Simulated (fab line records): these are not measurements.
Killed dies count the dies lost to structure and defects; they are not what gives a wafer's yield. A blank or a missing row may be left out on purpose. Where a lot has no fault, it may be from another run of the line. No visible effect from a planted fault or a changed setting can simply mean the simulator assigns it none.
Comparing a struck lot with a sound one | flow n5-finfet | 26 steps out of a route of 1938
Sound: the wafers L993.2, L993.4, L993.6. Wafers L106.1, L106.2, L106.3 were the ones struck. At the end, the cause is stated.
At each step with rows: each side's tool, then ch and its chambers, then its first start. Under that, the readings that differ: sound wafers | struck wafers | difference of the means | sigmas: that difference in standard deviations of wafers without a fault.
alike: a reading whose means differ by less than 2 such deviations, as well as words and numbers matching on both sides. not compared: withheld readings; readings where some wafer has no value; bounds like >300 that might hide an equal value; numbers whose values overlap and for which the record gives no deviation.
Wherever a step has rows on one side only, a row that says differs or no value, or a row with sigmas, the two part there. When numbers do not overlap yet have no deviation, they are printed without sigmas and do not part them. A reading missing from all wafers of one side parts the sides only when that side holds two or more wafers.

first, 8 steps without rows for these wafers: N5_BEOL_M9_DEVELOP_10 (develop time 30 s); N5_BEOL_M9_DESCUM_16 (chemistry O2, time 7.9 s); N5_BEOL_M9_ETCH_61 (etches SiARC in CF4, target depth 39 nm, time 65 s); N5_BEOL_M9_ETCH_62 (etches SOC in N2/H2, target depth 110 nm, overetch 22 nm, time 165 s); N5_BEOL_M9_STRIP_68 (strips in N2/H2); N5_BEOL_M9_STRIP_67 (strips in CF4); N5_BEOL_M9_HM_OPEN_17 (chemistry Cl2/BCl3, target TiN, target depth 20 nm, overetch 6 nm); N5_BEOL_M9_STRIP_19 (strips in O2).
N5_BEOL_M9_COAT_63: time 60 s, resist thk 60 nm.
  sound on litho-track-05 ch 0, day 9 16:26; struck on litho-track-05 ch 0, day 13 05:18
  reading                                  | sound                | struck               | difference | sigmas
  spin-speed-rpm (rpm)                     | 1499.8 1499.6 1499.1 | 1574.6 1575.8 1576.2 | +76.0      | +80
  model.SOC_of_BEOL_M9_COAT_63.thk-nm (nm) | 60 59.8 60           | 58.4 58.4 58.4       | -1.5       |
  alike: exhaust-pa
then, 11 steps without rows for these wafers: N5_BEOL_M9_COAT_64 (time 60 s, resist thk 12 nm); N5_BEOL_M9_COAT_75 (time 60 s, resist thk 5 nm); N5_BEOL_M9_COAT_22 (resist thk 30 nm); N5_BEOL_M9_EBR_24; N5_BEOL_M9_SOFTBAKE_23 (time 60 s); N5_BEOL_M9_EXPOSE_25 (exposes mask V8); N5_BEOL_M9_PEB_26 (peb time 60 s); N5_BEOL_M9_DEVELOP_27 (develop time 30 s); N5_BEOL_M9_DESCUM_33 (chemistry O2, time 7 s); N5_BEOL_M9_ETCH_76 (etches underlayer in N2/H2, target depth 6.5 nm, time 5.2 s); N5_BEOL_M9_ETCH_65 (etches SiARC in CF4, target depth 15.6 nm, time 26 s).
N5_BEOL_M9_ETCH_66: etches SOC in N2/H2, target depth 80 nm, overetch 16 nm, time 120 s.
  sound on rie-diel-03 ch 0,1,2, day 9 17:19; struck on rie-diel-01 ch 0,1,3, day 13 05:53
  reading                  | sound             | struck            | difference | sigmas
  model.etch.depth-nm (nm) | 59.92 59.77 59.98 | 58.41 58.48 58.38 | -1.47      |
  alike: drypump-motor-current-A, h2-flow-sccm, oes-product-au, rf-vpp-V, showerhead-plenum-p-Torr, throttle-valve-pct
  not compared: rf-hours-counter-h
then, 2 steps without rows for these wafers: N5_BEOL_M9_STRIP_69 (strips in N2/H2); N5_BEOL_M9_STRIP_77 (strips in N2/H2).
N5_BEOL_M9_VIA_ETCH_34: etches SiCOH lowk in C4F6/O2, target depth 182.4 nm, time 68.4 s.
  sound on rie-diel-03 ch 0,1,2, day 9 17:25; struck on rie-diel-01 ch 0,1,3, day 13 05:59
  reading                                  | sound        | struck         | difference | sigmas
  model.SOC_of_BEOL_M9_COAT_63.thk-nm (nm) | 51.2 51 50.8 | 49.4 49.4 49.4 | -1.6       |
  alike: drypump-motor-current-A, oes-product-au, rf-vpp-V, showerhead-plenum-p-Torr, throttle-valve-pct
  not compared: rf-hours-counter-h
then, 2 steps without rows for these wafers: N5_BEOL_M9_STRIP_73 (strips in C4F6/O2); N5_PASSIVATION_PROBE_49.

== WHERE THEY PART ==
At N5_BEOL_M9_COAT_63 and nowhere else, as far as this record goes. Later steps at which nothing parts them and some readings are alike: N5_BEOL_M9_ETCH_66, N5_BEOL_M9_VIA_ETCH_34.

WHY: the cause the simulator had injected
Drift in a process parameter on litho-track-05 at N5_BEOL_M9_COAT_63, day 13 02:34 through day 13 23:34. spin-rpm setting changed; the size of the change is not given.
